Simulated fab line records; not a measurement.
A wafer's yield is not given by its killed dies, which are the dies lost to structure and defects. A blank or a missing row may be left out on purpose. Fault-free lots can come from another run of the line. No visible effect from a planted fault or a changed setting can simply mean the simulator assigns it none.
Chamber matching || flow n5-finfet || ald-sin-01 running N5_SPACER0_ALD_08: 4 sister chambers
The step deposits SiNx, target thk 2 nm. 8 wafers are shown with their chamber, then 9 later ones without.

## WAFERS, EACH WITH ITS CHAMBER
{"wafer": "L082.2", "chamber": 0, "heater-power-w (W)": 694}
{"wafer": "L082.4", "chamber": 1, "heater-power-w (W)": 790}
{"wafer": "L087.1", "chamber": 3, "heater-power-w (W)": 741}
{"wafer": "L087.2", "chamber": 2, "heater-power-w (W)": 768}
{"wafer": "L087.4", "chamber": 1, "heater-power-w (W)": 794}
{"wafer": "L090.1", "chamber": 2, "heater-power-w (W)": 775}
{"wafer": "L090.3", "chamber": 0, "heater-power-w (W)": 732}
{"wafer": "L090.5", "chamber": 3, "heater-power-w (W)": 721}

## WAFERS WITHOUT THEIR CHAMBER
{"wafer": "L091.1", "heater-power-w (W)": 780}
{"wafer": "L091.4", "heater-power-w (W)": 718}
{"wafer": "L091.5", "heater-power-w (W)": 718}
{"wafer": "L092.1", "heater-power-w (W)": 726}
{"wafer": "L092.3", "heater-power-w (W)": 774}
{"wafer": "L092.5", "heater-power-w (W)": 792}
{"wafer": "L093.3", "heater-power-w (W)": 711}
{"wafer": "L093.4", "heater-power-w (W)": 736}
{"wafer": "L093.6", "heater-power-w (W)": 785}

## EACH ONE'S CHAMBER
{"wafer": "L091.1", "from the rows above": "can't be placed: 2 or 1", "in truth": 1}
{"wafer": "L091.4", "from the rows above": "can't be placed: 0 or 3", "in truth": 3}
{"wafer": "L091.5", "from the rows above": "can't be placed: 0 or 3", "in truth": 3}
{"wafer": "L092.1", "from the rows above": "can't be placed: 3 or 0", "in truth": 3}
{"wafer": "L092.3", "from the rows above": "can't be placed: 2 or 1", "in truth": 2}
{"wafer": "L092.5", "from the rows above": "can't be placed: 1 or 2", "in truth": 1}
{"wafer": "L093.3", "from the rows above": "can't be placed: 0 or 3", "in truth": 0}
{"wafer": "L093.4", "from the rows above": "can't be placed: 3 or 0 or 2", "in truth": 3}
{"wafer": "L093.6", "from the rows above": "can't be placed: 1 or 2", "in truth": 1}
0 of 9 placed correctly. These rows do not allow placing 9 (true chamber among the candidates in 9). Placed wrongly: 0.
How it was worked out, from the rows above alone: a wafer's distance from a chamber is the root of the sum, over the readings, of the square of ((its reading less the chamber's mean) divided by the reading's scatter). The wafer belongs to the nearest chamber; if the next one is less than 2 further off, it can't be placed. For every chamber, the mean is computed from those of its wafers that are shown. The scatter: the root of (the sum of the squares of (reading less its chamber's mean) over the shown wafers, divided by (wafers less chambers)).
